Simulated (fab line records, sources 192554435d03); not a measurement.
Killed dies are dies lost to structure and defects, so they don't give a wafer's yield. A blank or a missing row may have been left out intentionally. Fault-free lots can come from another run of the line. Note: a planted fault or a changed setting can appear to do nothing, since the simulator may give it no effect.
Matching of chambers	flow n5 finfet	N5_FIN_SAQP_HM_DEP_03 on pecvd-01 has 3 sister chambers
The step deposits SiNx from SiH4/NH3/N2, target thk 38 nm, time 33.6 s. 16 wafers are shown with their chamber, then 8 later ones without.

## WAFERS WITH THEIR CHAMBER
wafer	chamber	throttle valve pct (%)	heater power w (W)	showerhead plenum p Torr (Torr)
L074.3	1	40.3	892	5.02
L074.5	1	40.2	904	5.02
L074.6	2	39.7	1064	5.08
L078.1	2	39.9	1083	5.06
L078.5	1	40.4	843	5.02
L078.6	2	39.7	1062	5.07
L082.3	1	40.3	815	5.00
L082.4	1	40.3	818	5.02
L082.6	2	39.8	1012	5.08
L085.1	2	39.9	1025	5.05
L085.2	1	40.6	771	5.02
L085.5	0	38.4	640	5.05
L087.1	2	39.8	1029	5.06
L087.4	1	40.3	773	5.01
L087.5	2	40.1	1041	5.08
L089.1	1	40.5	903	5.00

SIGNATURES (averages over the wafers above)
reading	chamber 0	chamber 1	chamber 2	scatter within a chamber
throttle valve pct	38.400	40.362	39.843	0.135
heater power w	640.00	839.88	1045.14	43.8
showerhead plenum p Torr	5.0500	5.0137	5.0686	0.0106
Rule: distance of a wafer from a chamber = root of the sum over the readings of ((wafer's reading minus chamber's mean) / reading's scatter) squared. If the next closest chamber is less than 2 further off than the closest, the wafer can't be placed; otherwise it belongs to the closest. The scatter: take each reading less its chamber's mean, square it, sum over the shown wafers, divide by the number of wafers less the number of chambers, and take the root.

## WAFERS WITH NO CHAMBER GIVEN
wafer	throttle valve pct (%)	heater power w (W)	showerhead plenum p Torr (Torr)
L089.5	39.9	1072	5.06
L089.6	38.2	728	5.06
L092.1	40.2	760	5.02
L092.3	40.3	1041	5.06
L092.4	38.2	731	5.06
L097.1	40.3	900	5.00
L097.5	38.3	677	5.06
L097.6	40.4	898	5.01

## WHICH CHAMBER EACH ONE RAN IN
wafer	from the rows above	in truth
L089.5	2	2
L089.6	0	0
L092.1	1	1
L092.3	2	2
L092.4	0	0
L097.1	1	1
L097.5	0	0
L097.6	1	1
Placed correctly: 8 of 8. Not placeable from these rows: 0. 0 placed wrongly.
